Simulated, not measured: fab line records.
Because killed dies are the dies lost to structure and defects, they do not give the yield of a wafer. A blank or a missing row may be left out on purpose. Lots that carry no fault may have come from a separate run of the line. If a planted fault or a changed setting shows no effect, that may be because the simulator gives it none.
Chamber matching	flow n5_finfet	4 sister chambers for N5_GATE_CUT_STRIP_59 on rie_diel-02
The step strips in N2/H2, time 20 s. 4 wafers are shown with their chamber, then 8 later ones without.

## WAFERS PAIRED WITH THEIR CHAMBERS
wafer	chamber	showerhead_plenum_p_Torr (Torr)
L084.2	2	3.12
L086.4	3	3.55
L090.6	1	3.20
L095.1	0	3.38

## WAFERS WITH NO CHAMBER GIVEN
wafer	showerhead_plenum_p_Torr (Torr)
L095.3	3.20
L095.4	3.54
L096.1	3.11
L096.2	3.38
L096.3	3.54
L096.4	3.20
L096.5	3.12
L096.6	3.54

## EACH ONE'S CHAMBER
wafer	from the rows above	in truth
L095.3	1	1
L095.4	3	3
L096.1	2	2
L096.2	0	0
L096.3	3	3
L096.4	1	1
L096.5	2	2
L096.6	3	3
Correct placement for 8 of the 8. From these rows, 0 cannot be placed. Number placed wrongly: 0.
How it was worked out, from the rows above alone: a wafer's distance from a chamber is the root of the sum, over the readings, of the square of ((its reading less the chamber's mean) divided by the reading's scatter). If the next closest chamber is less than 2 further off than the closest, the wafer can't be placed; otherwise it belongs to the closest. Each chamber's mean is taken over the wafers shown for it. The scatter: root of mean squared gap, hidden wafer to nearest shown wafer, with one shown wafer a chamber.
